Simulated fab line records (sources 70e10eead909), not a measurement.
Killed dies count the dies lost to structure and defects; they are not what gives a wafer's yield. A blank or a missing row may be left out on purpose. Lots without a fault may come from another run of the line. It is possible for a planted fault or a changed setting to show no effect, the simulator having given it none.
fab line records	flow nandHarc
record: lots: 15	wafers: 45	lastDay: 34
route steps=1302 shown A_CHANNEL_HOLE_D2@570
lots that met no fault: taken from a fault-free run of the same line
startH: hours from the record's first day to the start of the lot's first wafer shown	waitH: hours from the lot's prior step to this one	" as in the row above	L1.1+2: a single row standing in for several wafers	- no value, or no start was given	* or withheld: withheld	< > ~ a bound
route shown NAME@n: names a module that has steps shown in the file, with the first one's number in the route	usual: the fault-free wafers' mean and standard deviation	same: alike in all rows	chamber/n: place in a boat	sites: readings site by site	_std_site: standard deviation across them	_edge_site: outer sites' mean less inner sites'	radiusMm: how far each site lies from the wafer's centre	mask NAME#n: copy n	behind: tool/chamber where the wafer was last shaped	hold: why the lot went on hold/how many hours it stayed there/how the hold came to an end	device: the n, p or np transistor that did not switch	end of line: the same wafers' tests at the end of the route	a step with no rows: only its recipe	killed: not the wafer's yield, but the dies lost to structure and defects at the first sort	map: per-die view of a wafer (x killed, . not killed, _ where there is no die)
set.NAME: the setting as run; set.NAME@STEP: as run at that earlier step	model.NAME: the simulator's own value behind a step, which no gauge read
one table for each step of the route and one row for each wafer, over a sample of lots
services: a tool's chamber out of use, with start hour (startH, from the record's first day; less than 0 if before it), hours out, and reason
== steps ==
step: NHARC_A_CHANNEL_HOLE_D2_DEP_00
recipe: targetThkA: 31000	tempC: 400	material: aC
usual: throttleValvePct: 35.000/0.0085
lot.wafer	tool	chamber	startH	waitH	throttleValvePct
L143.1	aclDep-01	0	290.65	0.1	34.994
L143.2	"	0	"	"	34.996
L143.5	"	0	"	"	34.993
L142.1	aclDep-02	0	291.28	0.7	35.018
L142.3	"	0	"	"	35.004
L142.6	"	0	"	"	34.981
L145.2	aclDep-03	0	323.85	0.4	35.002
L145.3	"	0	"	"	35.011
L145.5	"	0	"	"	34.987
L146.2	aclDep-01	0	323.87	0.4	35.011
L146.3	"	0	"	"	35.010
L146.5	"	0	"	"	35.002
L147.3	aclDep-01	0	344.98	1.9	35.008
L147.5	"	0	"	"	34.989
L147.6	"	0	"	"	35.000
L149.1	aclDep-03	0	356.98	0.1	35.002
L149.2	"	0	"	"	34.998
L149.5	"	0	"	"	34.994
L150.2	aclDep-02	0	368.72	0.4	34.991
L150.3	"	0	"	"	35.015
L150.5	"	0	"	"	35.003
L151.1	aclDep-03	0	386.98	5.9	35.012
L151.2	"	0	"	"	35.012
L151.4	"	0	"	"	35.013
L154.3	aclDep-02	0	412.63	1.2	35.000
L154.5	"	0	"	"	34.987
L154.6	"	0	"	"	35.002
L155.1	aclDep-01	0	445.71	0.1	35.003
L155.3	"	0	"	"	34.995
L155.6	"	0	"	"	34.999
L158.3	aclDep-02	0	447.24	1.4	35.005
L158.5	"	0	"	"	34.998
L158.6	"	0	"	"	34.989
L157.2	aclDep-03	0	447.36	1.4	35.004
L157.4	"	0	"	"	34.988
L157.5	"	0	"	"	35.007
L159.1	aclDep-02	0	458.27	0.1	34.997
L159.2	"	0	"	"	35.008
L159.5	"	0	"	"	35.002
L162.2	aclDep-02	0	489.96	1.7	35.012
L162.3	"	0	"	"	34.996
L162.4	"	0	"	"	35.007
L165.1	aclDep-03	0	519.06	3.7	35.018
L165.3	"	0	"	"	35.000
L165.5	"	0	"	"	34.993
step: NHARC_A_CHANNEL_HOLE_D2_DEVELOP_09
recipe: developTimeS: 35	devTempC: 23
usual: chillPlateTempC: 22.99/0.11	developTimeS: 35/0	resistLineTempC: 23.00/0.11
lot.wafer	tool	chamber	startH	waitH	chillPlateTempC	developTimeS	resistLineTempC
L143.1	lithoTrack-06	0	293	-	23.05	35	23.03
L143.2	"	0	"	"	23.08	35	23.04
L143.5	"	0	"	"	22.87	35	23.02
L142.1	lithoTrack-01	0	293	-	23.03	35	23.06
L142.3	"	0	"	"	22.85	35	22.97
L142.6	"	0	"	"	23.03	35	23.13
L145.2	lithoTrack-01	0	326	-	23.01	35	22.85
L145.3	"	0	"	"	22.90	35	23.08
L145.5	"	0	"	"	22.76	35	22.89
L146.2	lithoTrack-04	0	326	-	22.95	35	22.93
L146.3	"	0	"	"	22.90	35	22.90
L146.5	"	0	"	"	22.85	35	23.01
L147.3	lithoTrack-01	0	346	-	23.14	35	22.93
L147.5	"	0	"	"	23.11	35	22.88
L147.6	"	0	"	"	23.05	35	22.87
L149.1	lithoTrack-01	0	359	-	22.91	35	23.03
L149.2	"	0	"	"	22.90	35	23.07
L149.5	"	0	"	"	23.05	35	23.20
L150.2	lithoTrack-01	0	370	-	22.89	35	23.13
L150.3	"	0	"	"	22.96	35	23.18
L150.5	"	0	"	"	22.84	35	23.14
L151.1	lithoTrack-04	0	389	-	23.10	35	22.96
L151.2	"	0	"	"	22.96	35	23.10
L151.4	"	0	"	"	22.90	35	22.93
L154.3	lithoTrack-01	0	414	-	23.14	35	23.08
L154.5	"	0	"	"	23.00	35	23.07
L154.6	"	0	"	"	23.13	35	23.13
L155.1	lithoTrack-04	0	448	-	22.85	35	23.06
L155.3	"	0	"	"	22.89	35	23.17
L155.6	"	0	"	"	22.88	35	23.05
L158.3	lithoTrack-04	-	449	-	-	-	-
L158.5	"	-	"	"	-	-	-
L158.6	"	-	"	"	-	-	-
L157.2	lithoTrack-01	-	449	-	-	-	-
L157.4	"	-	"	"	-	-	-
L157.5	"	-	"	"	-	-	-
L159.1	lithoTrack-04	-	460	-	-	-	-
L159.2	"	-	"	"	-	-	-
L159.5	"	-	"	"	-	-	-
L162.2	lithoTrack-04	0	492	-	23.04	35	22.91
L162.3	"	0	"	"	23.01	35	22.89
L162.4	"	0	"	"	22.97	35	22.83
L165.1	lithoTrack-06	0	521	-	22.90	35	23.13
L165.3	"	0	"	"	22.92	35	23.19
L165.5	"	0	"	"	23.03	35	23.12
step: NHARC_A_CHANNEL_HOLE_D2_DESCUM_15
recipe: timeS: 3	o2FlowSccm: 200	arFlowSccm: 0	biasPowerW: 0	chemistry: O2
usual: chamberPressureMTorr: 60.00/0.052	drypumpMotorCurrentA: 5.66/0.24	oesProductAu: 0.995/0.013	rfVppV: 57.8/0.93	showerheadPlenumPTorr: 1.93/0.097	throttleValvePct: 11.311/0.0092
same: timeS: 3
lot.wafer	tool	chamber	startH	waitH	chamberPressureMTorr	drypumpMotorCurrentA	oesProductAu	rfHoursCounterH	rfVppV	showerheadPlenumPTorr	throttleValvePct
L143.2	rieDiel-07	2	293.39	0.1	60.08	5.63	0.985	10	58.7	1.78	11.315
L143.1	"	3	"	"	60.01	5.30	0.991	10	58.1	1.84	11.321
L143.5	"	2	"	"	60.01	5.63	0.999	-	55.7	1.78	11.311
L142.1	rieDiel-01	1	294.11	0.1	60.07	5.40	0.988	5	57.4	1.83	11.314
L142.3	"	2	"	"	59.97	5.74	0.983	4	59.7	2.05	11.308
L142.6	"	0	"	"	60.05	6.01	0.981	-	57.7	1.80	11.296
L145.2	rieDiel-01	2	326.36	0.1	59.98	5.69	0.991	6	58.3	2.05	11.310
L145.3	"	0	"	"	60.02	6.01	0.984	7	57.0	1.80	11.331
L145.5	"	3	"	"	59.99	5.86	0.973	-	58.4	2.03	11.314
L146.2	rieDiel-07	3	326.51	0.1	59.93	5.28	0.996	1	58.0	1.84	11.299
L146.3	"	2	"	"	60.04	5.64	0.993	1	57.1	1.78	11.313
L146.5	"	3	"	"	59.92	5.28	0.991	-	57.0	1.84	11.311
L147.3	rieDiel-01	3	347.17	0.1	60.01	5.83	0.976	8	56.4	2.03	11.304
L147.5	"	3	"	"	60.01	5.82	0.972	-	58.7	2.03	11.303
L147.6	"	0	"	"	59.93	6.00	0.981	-	58.4	1.80	11.318
L149.1	rieDiel-01	3	359.79	0.1	59.94	5.86	0.983	10	58.5	2.03	11.320
L149.2	"	1	"	"	60.03	5.39	1.000	9	57.4	1.82	11.316
L149.5	"	3	"	"	59.96	5.87	0.989	-	57.7	2.03	11.309
L150.2	rieDiel-06	2	371.26	0.1	60.00	5.56	0.994	2	57.4	1.97	11.311
L150.3	"	3	"	"	59.97	5.81	0.986	2	59.0	1.99	11.321
L150.5	"	2	"	"	60.11	5.53	0.994	-	57.6	1.97	11.331
L151.2	rieDiel-07	0	389.82	0.1	59.95	5.89	0.994	7	60.0	2.03	11.304
L151.4	"	1	"	"	60.02	5.51	1.014	7	57.2	1.90	11.315
L151.1	"	3	"	"	60.10	5.29	0.989	6	56.7	1.83	11.308
L154.3	rieDiel-06	2	414.72	0.1	59.96	5.55	1.004	3	58.2	1.97	11.305
L154.6	"	1	"	"	59.92	5.66	1.001	-	58.0	1.93	11.304
L154.5	"	2	"	"	60.03	5.58	0.999	-	56.2	1.97	11.300
L155.3	rieDiel-06	0	448.62	0.1	59.98	5.17	0.975	4	58.6	2.01	11.327
L155.1	"	2	"	"	59.97	5.58	1.011	6	57.2	1.97	11.302
L155.6	"	1	"	"	59.96	5.62	0.989	-	58.9	1.93	11.310
L158.3	rieDiel-07	3	449.32	0.1	60.06	5.30	0.993	10	56.7	1.83	11.301
L158.6	"	3	"	"	59.91	5.30	0.996	-	57.1	1.83	11.318
L158.5	"	0	"	"	60.10	5.91	1.017	-	58.0	2.02	11.316
L157.2	rieDiel-06	2	449.77	0.1	59.98	5.54	0.996	6	58.2	1.97	11.297
L157.4	"	1	"	"	59.96	5.64	0.995	6	58.3	1.93	11.327
L157.5	"	3	"	"	60.09	5.79	0.978	-	58.3	1.98	11.310
L159.2	rieDiel-01	3	461.15	0.1	59.98	5.87	0.994	3	57.0	2.02	11.295
L159.1	"	0	"	"	60.06	6.00	0.995	4	55.5	1.80	11.319
L159.5	"	1	"	"	60.01	5.39	1.022	-	57.4	1.82	11.317
L162.4	rieDiel-01	3	492.48	0.1	60.05	5.84	0.981	5	58.0	2.02	11.298
L162.2	"	1	"	"	60.07	5.40	1.018	7	58.2	1.82	11.290
L162.3	"	2	"	"	59.95	5.76	1.002	5	58.8	2.05	11.301
L165.1	rieDiel-01	3	521.79	0.1	59.96	5.83	0.970	7	58.9	2.02	11.302
L165.3	"	1	"	"	59.99	5.41	1.011	9	58.7	1.82	11.312
L165.5	"	2	"	"	60.06	5.75	0.991	-	58.1	2.05	11.315
step: NHARC_A_CHANNEL_HOLE_D2_ETCH_19
recipe: biasV: 1200	sourceW: 2500	pressureMtorr: 15	timeS: 34.5	arFlowSccm: 375	c4f8FlowSccm: 28.8	o2FlowSccm: 96.2	tempC: -20	targetDepthA: *	chemistry: C4F8/O2/Ar
usual: chamberPressureMTorr: 15.000/0.013	drypumpMotorCurrentA: 5.99/0.11	showerheadPlenumPTorr: 3.75/0.11	throttleValvePct: 37.037/0.0093
same: timeS: 34.5
lot.wafer	tool	chamber	startH	waitH	chamberPressureMTorr	drypumpMotorCurrentA	rfHoursCounterH	showerheadPlenumPTorr	throttleValvePct
L143.2	harEtch-01	1	294.57	0.1	15.012	5.90	142	3.75	37.023
L143.1	"	0	"	"	15.004	5.96	142	3.75	37.042
L143.5	"	1	"	"	15.009	5.88	-	3.75	37.052
L142.1	harEtch-01	1	298.76	2.9	15.017	5.85	146	3.74	37.042
L142.3	"	1	"	"	15.013	5.88	-	3.74	37.030
L142.6	"	0	"	"	14.997	5.97	-	3.74	37.028
L145.2	harEtch-01	1	327.54	0.1	14.978	5.83	157	3.74	37.043
L145.3	"	0	"	"	15.014	5.95	-	3.74	37.031
L145.5	"	0	"	"	15.012	5.92	-	3.74	37.028
L146.2	harEtch-02	0	327.74	0.1	15.005	6.13	-	3.77	37.039
L146.3	"	0	"	"	15.013	6.13	-	3.77	37.039
L146.5	"	0	"	"	15.015	6.16	-	3.77	37.059
L147.3	harEtch-01	0	348.41	0.1	15.004	5.96	-	3.73	37.048
L147.6	"	1	"	"	14.974	5.87	-	3.73	37.032
L147.5	"	0	"	"	14.995	5.98	-	3.73	37.056
L149.1	harEtch-02	1	362.03	0.7	15.020	6.05	393	3.97	37.036
L149.2	"	0	"	"	14.994	6.15	401	3.75	37.040
L149.5	"	1	"	"	15.010	6.06	-	3.97	37.053
L150.2	harEtch-01	0	372.43	0.1	15.009	5.97	191	3.72	37.020
L150.3	"	0	"	"	15.005	5.96	-	3.72	37.030
L150.5	"	0	"	"	14.980	5.96	-	3.72	37.032
L151.2	harEtch-02	1	394.15	3.2	14.976	6.05	0	3.97	37.033
L151.1	"	0	"	"	15.009	6.12	0	3.75	37.023
L151.4	"	0	"	"	15.000	6.12	-	3.75	37.017
L154.3	harEtch-02	1	417.05	1.0	14.999	6.06	-	3.96	37.045
L154.5	"	0	"	"	14.989	6.05	-	3.74	37.014
L154.6	"	1	"	"	14.992	6.05	-	3.96	37.025
L155.1	harEtch-01	1	449.81	0.1	15.003	5.86	237	3.69	37.035
L155.3	"	1	"	"	14.980	5.83	-	3.69	37.037
L155.6	"	1	"	"	15.008	5.85	-	3.69	37.037
L158.3	harEtch-02	0	450.56	0.1	15.016	6.13	-	3.73	37.034
L158.6	"	1	"	"	15.015	6.05	-	3.95	37.033
L158.5	"	0	"	"	15.006	6.13	-	3.73	37.029
L157.2	harEtch-01	0	453.99	3.1	14.973	5.94	241	3.69	37.034
L157.4	"	0	"	"	15.016	5.95	-	3.69	37.035
L157.5	"	0	"	"	14.997	5.94	-	3.69	37.043
L159.2	harEtch-02	1	462.31	0.1	15.013	6.05	38	3.94	37.039
L159.1	"	0	"	"	15.002	6.17	38	3.73	37.031
L159.5	"	0	"	"	14.996	6.18	-	3.73	37.041
L162.2	harEtch-02	0	493.68	0.1	14.991	6.11	57	3.71	37.032
L162.4	"	1	"	"	15.013	6.06	-	3.93	37.019
L162.3	"	0	"	"	14.987	6.10	-	3.71	37.029
L165.1	harEtch-01	1	522.98	0.1	14.990	5.88	283	3.67	37.047
L165.3	"	0	"	"	15.002	5.96	-	3.67	37.054
L165.5	"	1	"	"	15.000	5.85	-	3.67	37.045
== services ==
tool	chamber	startH	hours	kind
rieDiel-01	0	286.81	-	clean
rieDiel-01	1	286.81	-	clean
rieDiel-07	-	294.26	9.0	pm
aclDep-03	-	302.17	13.0	pm
rieDiel-06	-	307.33	9.0	pm
rieDiel-06	1	317.35	10.1	repair
rieDiel-01	3	319.03	2.6	repair
lithoTrack-01	-	330.00	7.0	pm
rieDiel-07	3	344.76	8.5	repair
lithoTrack-06	-	354.00	7.0	pm
aclDep-01	-	375.38	13.0	pm
harEtch-02	-	377.15	17.0	pm
lithoTrack-04	-	378.00	7.0	pm
rieDiel-06	0	378.75	37.1	repair
rieDiel-01	-	381.31	9.0	pm
rieDiel-07	1	404.65	5.7	repair
rieDiel-01	0	421.47	1.5	repair
aclDep-02	-	429.40	13.0	pm
rieDiel-07	-	471.26	9.0	pm
rieDiel-06	-	482.71	1.6	repair
aclDep-03	-	483.17	13.0	pm
rieDiel-06	-	484.33	9.0	pm
rieDiel-01	1	488.87	2.8	repair
lithoTrack-01	-	505.00	7.0	pm
== key ==
firstSign: step: NHARC_A_CHANNEL_HOLE_D2_DEVELOP_09	reading: toolRecord	direction: missing
effect none on later readings
metAt NHARC_A_CHANNEL_HOLE_D2_DEVELOP_09
struckLots L157,L158,L159
laterRowsLeftOut L157.2,L157.4,L157.5,L158.3,L158.5,L158.6,L159.1,L159.2,L159.5
sortLeftOut L157.2,L157.4,L157.5,L158.3,L158.5,L158.6,L159.1,L159.2,L159.5
testerLeftOut L157,L158,L159
notActingAt NHARC_A_CHANNEL_HOLE_D2_DEP_00,NHARC_A_CHANNEL_HOLE_D2_DESCUM_15,NHARC_A_CHANNEL_HOLE_D2_ETCH_19
onsetBetween 448 449
fault: kind: skippedStepWhole	tool: lithoTrack-01,lithoTrack-04	chamber: -	onsetH: 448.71	steps: NHARC_A_CHANNEL_HOLE_D2_DEVELOP_09	scope: struckLotsOnly
testerLeftOut: of these lots the tester's yield and bins aren't shown, on N5 and GAA mostly nor the transistor test; their killed dies are dies lost to structure and defects alone, not to doping, threshold or leakage, so they don't give the yield
sortLeftOut: the simulated sort isn't trusted on such a fault, so these wafers' sort isn't shown, and their yield isn't known
laterRowsLeftOut: the simulator's readings of these wafers behind a module that went badly wrong aren't trusted and aren't shown, but for the sort
